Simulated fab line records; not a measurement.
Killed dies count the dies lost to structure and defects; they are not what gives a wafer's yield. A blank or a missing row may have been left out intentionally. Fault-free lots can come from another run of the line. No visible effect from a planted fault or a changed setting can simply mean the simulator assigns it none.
Which tool is to blame? / flow n5 finfet / 26 wafers from 9 lots sampled at 5 of the route's 1938 steps

== WHAT EACH GAUGE READ, for each wafer ==
N5_BEOL_M4_RC_MEAS_101. Usual: DIBL_N 36.6 mV/V, standard deviation 2.1; DIBL_P 36.5 mV/V, standard deviation 2.7; IOFF_N 0.17 nA/um, standard deviation 0.043; IOFF_P 0.22 nA/um, standard deviation 0.045; ION_N 674 uA/um, standard deviation 17; ION_P 461 uA/um, standard deviation 9.9; SS_N 71.7 mV/dec, standard deviation 0.79; SS_P 73.4 mV/dec, standard deviation 0.79; VT_N 249 mV, standard deviation 4; VT_P -250 mV, standard deviation 3.3.
lot=L206; measured=day 9 02:46; on=prober-01; DIBL_N (mV/V)=39.7 36.1 35.1; DIBL_P (mV/V)=39.8 32.2 33.3; IOFF_N (nA/um)=0.19 0.13 0.12; IOFF_P (nA/um)=0.27 0.15 0.17; ION_N (uA/um)=657 644 645; ION_P (uA/um)=452 439 449; SS_N (mV/dec)=71.8 70.9 70.6; SS_P (mV/dec)=75.0 72.2 72.6; VT_N (mV)=249 254 254; VT_P (mV)=-248 -255 -255; flag=
lot=L205; measured=day 9 08:06; on=prober-02; DIBL_N (mV/V)=34.9 35.6 36.0; DIBL_P (mV/V)=34.8 34.2 34.3; IOFF_N (nA/um)=0.16 0.17 0.17; IOFF_P (nA/um)=0.26 0.25 0.25; ION_N (uA/um)=695 653 679; ION_P (uA/um)=487 460 465; SS_N (mV/dec)=71.3 71.6 71.9; SS_P (mV/dec)=72.6 73.1 73.2; VT_N (mV)=249 250 248; VT_P (mV)=-244 -245 -246; flag=
lot=L209; measured=day 9 17:14; on=prober-01; DIBL_N (mV/V)=35.3 32.8 32.1; DIBL_P (mV/V)=37.4 33.5 33.0; IOFF_N (nA/um)=0.13 0.10 0.10; IOFF_P (nA/um)=0.21 0.16 0.15; ION_N (uA/um)=659 664 662; ION_P (uA/um)=456 462 459; SS_N (mV/dec)=71.8 70.7 71.0; SS_P (mV/dec)=73.9 72.6 72.1; VT_N (mV)=252 256 257; VT_P (mV)=-251 -254 -254; flag=
lot=L207; measured=day 9 23:44; on=prober-02; DIBL_N (mV/V)=39.5 39.0 37.1; DIBL_P (mV/V)=41.3 40.2 36.6; IOFF_N (nA/um)=0.25 0.25 0.20; IOFF_P (nA/um)=0.30 0.30 0.23; ION_N (uA/um)=692 689 687; ION_P (uA/um)=469 468 465; SS_N (mV/dec)=73.0 72.0 72.0; SS_P (mV/dec)=74.9 74.1 73.9; VT_N (mV)=244 242 248; VT_P (mV)=-246 -245 -246; flag=
lot=L211; measured=day 10 02:13; on=prober-02; DIBL_N (mV/V)=35.5 37.8 35.6; DIBL_P (mV/V)=36.0 38.4 35.0; IOFF_N (nA/um)=0.15 0.19 0.15; IOFF_P (nA/um)=0.23 0.27 0.21; ION_N (uA/um)=673 682 684; ION_P (uA/um)=467 478 473; SS_N (mV/dec)=71.9 72.0 71.7; SS_P (mV/dec)=73.6 74.2 73.3; VT_N (mV)=248 249 250; VT_P (mV)=-246 -246 -247; flag=
lot=L218; measured=day 12 10:00; on=prober-02; DIBL_N (mV/V)=37.2 39.3 35.4; DIBL_P (mV/V)=38.4 40.1 35.7; IOFF_N (nA/um)=0.15 0.21 0.14; IOFF_P (nA/um)=0.22 0.26 0.18; ION_N (uA/um)=660 677 668; ION_P (uA/um)=455 462 460; SS_N (mV/dec)=72.0 72.3 71.1; SS_P (mV/dec)=73.3 73.8 72.7; VT_N (mV)=252 245 248; VT_P (mV)=-249 -247 -250; flag=
lot=L221; measured=day 12 18:49; on=prober-01; DIBL_N (mV/V)=37.2 36.0 37.9; DIBL_P (mV/V)=37.7 36.6 38.2; IOFF_N (nA/um)=0.18 0.17 0.19; IOFF_P (nA/um)=0.24 0.23 0.24; ION_N (uA/um)=699 678 664; ION_P (uA/um)=478 465 456; SS_N (mV/dec)=72.0 71.1 72.0; SS_P (mV/dec)=73.5 73.3 73.2; VT_N (mV)=247 246 245; VT_P (mV)=-246 -247 -249; flag=
lot=L223; measured=day 14 02:22; on=prober-02; DIBL_N (mV/V)=36.5 40.9 36.9; DIBL_P (mV/V)=38.2 43.3 38.2; IOFF_N (nA/um)=0.16 0.30 0.18; IOFF_P (nA/um)=0.23 0.37 0.23; ION_N (uA/um)=661 712 682; ION_P (uA/um)=455 483 462; SS_N (mV/dec)=71.5 72.4 71.4; SS_P (mV/dec)=74.0 75.4 74.2; VT_N (mV)=251 240 247; VT_P (mV)=-251 -245 -251; flag=
lot=L224; measured=day 15 04:58; on=prober-02; DIBL_N (mV/V)=34.8 33.9; DIBL_P (mV/V)=32.7 32.3; IOFF_N (nA/um)=0.12 0.10; IOFF_P (nA/um)=0.14 0.14; ION_N (uA/um)=672 645; ION_P (uA/um)=456 446; SS_N (mV/dec)=70.9 70.4; SS_P (mV/dec)=72.0 72.4; VT_N (mV)=254 257; VT_P (mV)=-254 -256; flag=

N5_PASSIVATION_OVL_MEAS_66. Usual: PASS_OPEN_OVL typically reads 2 nm, with standard deviation 4.8.
lot=L206; measured=day 13 09:37; on=overlay-02; PASS_OPEN_OVL (nm)=5 8 -7; flag=
lot=L205; measured=day 13 16:59; on=overlay-01; PASS_OPEN_OVL (nm)=8 0 4; flag=
lot=L209; measured=day 14 00:30; on=overlay-02; PASS_OPEN_OVL (nm)=0 2 -2; flag=
lot=L207; measured=day 14 04:52; on=overlay-01; PASS_OPEN_OVL (nm)=6 3 3; flag=
lot=L211; measured=day 14 05:02; on=overlay-02; PASS_OPEN_OVL (nm)=0 -9 -4; flag=
lot=L218; measured=day 16 22:41; on=overlay-01; PASS_OPEN_OVL (nm)=1 0 -8; flag=
lot=L221; measured=day 17 09:14; on=overlay-02; PASS_OPEN_OVL (nm)=-3 0 -9; flag=
lot=L223; measured=day 17 23:10; on=overlay-02; PASS_OPEN_OVL (nm)=7 0 7; flag=
lot=L224; measured=day 19 12:43; on=overlay-01; PASS_OPEN_OVL (nm)=4 6; flag=

== WHICH TOOL RAN EACH LOT (tool, then ch and the chambers of the sampled wafers, then the start) ==
lot=L206; N5_PASSIVATION_DESCUM_12=rie diel-02 ch 1,3, day 13 06:28; N5_PASSIVATION_VIA_ETCH_13=rie diel-02 ch 1,3, day 13 06:38; N5_PASSIVATION_PECVD_35=pecvd-01 ch 0,2, day 13 09:10
lot=L205; N5_PASSIVATION_DESCUM_12=rie diel-02 ch 0,1,3, day 13 11:37; N5_PASSIVATION_VIA_ETCH_13=rie diel-02 ch 0,1,3, day 13 11:46; N5_PASSIVATION_PECVD_35=pecvd-01 ch 1,2, day 13 16:23
lot=L209; N5_PASSIVATION_DESCUM_12=rie diel-05 ch 0,3, day 13 20:49; N5_PASSIVATION_VIA_ETCH_13=rie diel-05 ch 0,3, day 13 20:58; N5_PASSIVATION_PECVD_35=pecvd-01 ch 0,1, day 14 00:02
lot=L207; N5_PASSIVATION_DESCUM_12=rie diel-02 ch 0,1, day 13 22:08; N5_PASSIVATION_VIA_ETCH_13=rie diel-02 ch 0,1, day 13 22:17; N5_PASSIVATION_PECVD_35=pecvd-04 ch 1,2, day 14 04:17
lot=L211; N5_PASSIVATION_DESCUM_12=rie diel-05 ch 0,2,3, day 14 01:40; N5_PASSIVATION_VIA_ETCH_13=rie diel-05 ch 0,2,3, day 14 01:50; N5_PASSIVATION_PECVD_35=pecvd-01 ch 0,1,2, day 14 04:25
lot=L218; N5_PASSIVATION_DESCUM_12=rie diel-05 ch 2,3, day 16 18:34; N5_PASSIVATION_VIA_ETCH_13=rie diel-05 ch 2,3, day 16 18:44; N5_PASSIVATION_PECVD_35=pecvd-04 ch 1,2, day 16 22:13
lot=L221; N5_PASSIVATION_DESCUM_12=rie diel-04 ch 0,1,2, day 17 05:32; N5_PASSIVATION_VIA_ETCH_13=rie diel-04 ch 0,1,2, day 17 05:41; N5_PASSIVATION_PECVD_35=pecvd-02 ch 0, day 17 08:33
lot=L223; N5_PASSIVATION_DESCUM_12=rie diel-02 ch 1,3, day 17 20:01; N5_PASSIVATION_VIA_ETCH_13=rie diel-02 ch 1,3, day 17 20:11; N5_PASSIVATION_PECVD_35=pecvd-01 ch 1,2, day 17 22:42
lot=L224; N5_PASSIVATION_DESCUM_12=rie diel-04 ch 1,3, day 19 08:53; N5_PASSIVATION_VIA_ETCH_13=rie diel-04 ch 1,3, day 19 09:03; N5_PASSIVATION_PECVD_35=pecvd-04 ch 1,2, day 19 12:17
- N5_PASSIVATION_DESCUM_12: chemistry O2, time 7.9 s.
- N5_PASSIVATION_VIA_ETCH_13: etches SiO2 in CHF3/O2, target depth 660 nm, time 330 s.
- N5_PASSIVATION_PECVD_35: deposits SiNx from SiH4/NH3/N2, target thk 700 nm, time 151.3 s.

== WHAT THE TOOLS THEMSELVES READ (means of the sampled wafers that have a number; where no wafer has one, the mark that the record gives instead) ==
N5_PASSIVATION_DESCUM_12. Usual: drypump motor current A is 5.6 A with standard deviation 0.42, o2 flow sccm is 225.0 sccm with standard deviation 0.71, oes product au is 0.81 a.u. with standard deviation 0.092, rf fwd power W is 49.61 W with standard deviation 0.22, rf vpp V is 243.5 V with standard deviation 1.3, showerhead plenum p Torr is 2.12 Torr with standard deviation 0.073, and throttle valve pct is 20.46 % with standard deviation 0.29.
lot=L206; tool=rie diel-02; drypump motor current A (A)=5.7; o2 flow sccm (sccm)=225.3; oes product au (a.u.)=0.74; rf fwd power W (W)=49.50; rf vpp V (V)=243.7; showerhead plenum p Torr (Torr)=2.17; throttle valve pct (%)=20.56; flag=
lot=L205; tool=rie diel-02; drypump motor current A (A)=5.7; o2 flow sccm (sccm)=224.7; oes product au (a.u.)=0.75; rf fwd power W (W)=49.56; rf vpp V (V)=244.8; showerhead plenum p Torr (Torr)=2.15; throttle valve pct (%)=20.56; flag=
lot=L209; tool=rie diel-05; drypump motor current A (A)=6.1; o2 flow sccm (sccm)=224.1; oes product au (a.u.)=0.75; rf fwd power W (W)=49.45; rf vpp V (V)=243.3; showerhead plenum p Torr (Torr)=2.12; throttle valve pct (%)=20.75; flag=
lot=L207; tool=rie diel-02; drypump motor current A (A)=6.0; o2 flow sccm (sccm)=224.7; oes product au (a.u.)=0.70; rf fwd power W (W)=49.49; rf vpp V (V)=243.3; showerhead plenum p Torr (Torr)=2.10; throttle valve pct (%)=20.67; flag=
lot=L211; tool=rie diel-05; drypump motor current A (A)=5.8; o2 flow sccm (sccm)=224.6; oes product au (a.u.)=0.81; rf fwd power W (W)=49.64; rf vpp V (V)=242.8; showerhead plenum p Torr (Torr)=2.08; throttle valve pct (%)=20.49; flag=
lot=L218; tool=rie diel-05; drypump motor current A (A)=5.6; o2 flow sccm (sccm)=225.1; oes product au (a.u.)=0.84; rf fwd power W (W)=49.55; rf vpp V (V)=241.5; showerhead plenum p Torr (Torr)=2.03; throttle valve pct (%)=20.27; flag=
lot=L221; tool=rie diel-04; drypump motor current A (A)=5.5; o2 flow sccm (sccm)=224.6; oes product au (a.u.)=0.83; rf fwd power W (W)=49.64; rf vpp V (V)=243.8; showerhead plenum p Torr (Torr)=2.20; throttle valve pct (%)=20.49; flag=
lot=L223; tool=rie diel-02; drypump motor current A (A)=5.7; o2 flow sccm (sccm)=223.8; oes product au (a.u.)=0.71; rf fwd power W (W)=49.71; rf vpp V (V)=244.2; showerhead plenum p Torr (Torr)=2.16; throttle valve pct (%)=20.61; flag=
lot=L224; tool=rie diel-04; drypump motor current A (A)=5.6; o2 flow sccm (sccm)=224.9; oes product au (a.u.)=0.84; rf fwd power W (W)=49.85; rf vpp V (V)=244.7; showerhead plenum p Torr (Torr)=2.16; throttle valve pct (%)=20.24; flag=

N5_PASSIVATION_VIA_ETCH_13. Usual: drypump motor current A is 5.6 A with standard deviation 0.42, etch rf on time s is 238 s with standard deviation 5.4, oes product au is 0.73 a.u. with standard deviation 0.081, rf fwd power W is 647.6 W with standard deviation 2.1, rf vpp V is 526 V with standard deviation 14, showerhead plenum p Torr is 2.44 Torr with standard deviation 0.081, and throttle valve pct is 18.87 % with standard deviation 0.28.
lot=L206; tool=rie diel-02; drypump motor current A (A)=5.7; etch rf on time s (s)=239; oes product au (a.u.)=0.67; rf fwd power W (W)=648.5; rf vpp V (V)=521; showerhead plenum p Torr (Torr)=2.50; throttle valve pct (%)=19.01; flag=
lot=L205; tool=rie diel-02; drypump motor current A (A)=5.8; etch rf on time s (s)=245; oes product au (a.u.)=0.67; rf fwd power W (W)=647.5; rf vpp V (V)=527; showerhead plenum p Torr (Torr)=2.46; throttle valve pct (%)=18.99; flag=
lot=L209; tool=rie diel-05; drypump motor current A (A)=6.0; etch rf on time s (s)=241; oes product au (a.u.)=0.69; rf fwd power W (W)=646.0; rf vpp V (V)=536; showerhead plenum p Torr (Torr)=2.45; throttle valve pct (%)=19.18; flag=
lot=L207; tool=rie diel-02; drypump motor current A (A)=5.9; etch rf on time s (s)=242; oes product au (a.u.)=0.64; rf fwd power W (W)=645.8; rf vpp V (V)=530; showerhead plenum p Torr (Torr)=2.41; throttle valve pct (%)=19.13; flag=
lot=L211; tool=rie diel-05; drypump motor current A (A)=5.8; etch rf on time s (s)=240; oes product au (a.u.)=0.74; rf fwd power W (W)=648.4; rf vpp V (V)=524; showerhead plenum p Torr (Torr)=2.39; throttle valve pct (%)=18.91; flag=
lot=L218; tool=rie diel-05; drypump motor current A (A)=5.6; etch rf on time s (s)=240; oes product au (a.u.)=0.76; rf fwd power W (W)=649.5; rf vpp V (V)=513; showerhead plenum p Torr (Torr)=2.33; throttle valve pct (%)=18.67; flag=
lot=L221; tool=rie diel-04; drypump motor current A (A)=5.5; etch rf on time s (s)=232; oes product au (a.u.)=0.75; rf fwd power W (W)=647.1; rf vpp V (V)=531; showerhead plenum p Torr (Torr)=2.51; throttle valve pct (%)=18.80; flag=
lot=L223; tool=rie diel-02; drypump motor current A (A)=5.7; etch rf on time s (s)=248; oes product au (a.u.)=0.64; rf fwd power W (W)=648.3; rf vpp V (V)=521; showerhead plenum p Torr (Torr)=2.48; throttle valve pct (%)=19.04; flag=
lot=L224; tool=rie diel-04; drypump motor current A (A)=5.6; etch rf on time s (s)=239; oes product au (a.u.)=0.76; rf fwd power W (W)=647.5; rf vpp V (V)=539; showerhead plenum p Torr (Torr)=2.52; throttle valve pct (%)=18.84; flag=

N5_PASSIVATION_PECVD_35. Usual: heater power outer w 171 W, standard deviation 62; heater power w 381 W, standard deviation 94; rf fwd power W 1399 W, standard deviation 4.1; run length s 195.6 s, standard deviation 0.68; showerhead plenum p Torr 8.71 Torr, standard deviation 0.069; showerhead vpp V 2296 V, standard deviation 67; susceptor temp C 400.01 C, standard deviation 0.22; throttle valve pct 29.0 %, standard deviation 1.6.
lot=L206; tool=pecvd-01; heater power outer w (W)=205; heater power w (W)=451; rf fwd power W (W)=1400; run length s (s)=195.9; showerhead plenum p Torr (Torr)=8.62; showerhead vpp V (V)=2205; susceptor temp C (C)=399.83; throttle valve pct (%)=27.4; flag=
lot=L205; tool=pecvd-01; heater power outer w (W)=207; heater power w (W)=497; rf fwd power W (W)=1396; run length s (s)=195.0; showerhead plenum p Torr (Torr)=8.70; showerhead vpp V (V)=2231; susceptor temp C (C)=400.11; throttle valve pct (%)=27.8; flag=
lot=L209; tool=pecvd-01; heater power outer w (W)=139; heater power w (W)=344; rf fwd power W (W)=1400; run length s (s)=195.7; showerhead plenum p Torr (Torr)=8.63; showerhead vpp V (V)=2235; susceptor temp C (C)=399.99; throttle valve pct (%)=29.2; flag=
lot=L207; tool=pecvd-04; heater power outer w (W)=159; heater power w (W)=387; rf fwd power W (W)=1401; run length s (s)=194.9; showerhead plenum p Torr (Torr)=8.71; showerhead vpp V (V)=2257; susceptor temp C (C)=400.08; throttle valve pct (%)=30.2; flag=
lot=L211; tool=pecvd-01; heater power outer w (W)=194; heater power w (W)=433; rf fwd power W (W)=1399; run length s (s)=210.2; showerhead plenum p Torr (Torr)=8.65; showerhead vpp V (V)=2263; susceptor temp C (C)=399.94; throttle valve pct (%)=28.3; flag=OFF
lot=L218; tool=pecvd-04; heater power outer w (W)=174; heater power w (W)=405; rf fwd power W (W)=1398; run length s (s)=194.7; showerhead plenum p Torr (Torr)=8.74; showerhead vpp V (V)=2279; susceptor temp C (C)=399.78; throttle valve pct (%)=31.5; flag=
lot=L221; tool=pecvd-02; heater power outer w (W)=181; heater power w (W)=338; rf fwd power W (W)=1394; run length s (s)=195.6; showerhead plenum p Torr (Torr)=8.76; showerhead vpp V (V)=2371; susceptor temp C (C)=399.99; throttle valve pct (%)=28.7; flag=
lot=L223; tool=pecvd-01; heater power outer w (W)=259; heater power w (W)=562; rf fwd power W (W)=1400; run length s (s)=195.4; showerhead plenum p Torr (Torr)=8.66; showerhead vpp V (V)=2210; susceptor temp C (C)=400.20; throttle valve pct (%)=27.1; flag=
lot=L224; tool=pecvd-04; heater power outer w (W)=152; heater power w (W)=380; rf fwd power W (W)=1405; run length s (s)=194.6; showerhead plenum p Torr (Torr)=8.72; showerhead vpp V (V)=2293; susceptor temp C (C)=399.86; throttle valve pct (%)=31.1; flag=

== THE ANSWER, worked out from the rows above alone ==
Rule: a lot counts as off when the mean over its wafers that have a number is more than 3 standard deviations away from the usual mean. Also off: a lot with no number at a reading for which 4 or more lots have one. Where the step has rows for the other lots, those lots are counted as sound. Order of review: gauges by route order, followed by the tools' own readings, for which a lot's mean as printed above is used. At the first step where some lot is off, the reading lying furthest off is the one used; lots without a number count as furthest.
Off, at N5_PASSIVATION_PECVD_35 on run length s: L211.
If a tool, at that step or one of the process steps before it, ran each lot that is off and ran no sound lot following the first of them, it fits. No candidate that was tried fits.

== WHAT THE SIMULATOR HAD PUT IN ==
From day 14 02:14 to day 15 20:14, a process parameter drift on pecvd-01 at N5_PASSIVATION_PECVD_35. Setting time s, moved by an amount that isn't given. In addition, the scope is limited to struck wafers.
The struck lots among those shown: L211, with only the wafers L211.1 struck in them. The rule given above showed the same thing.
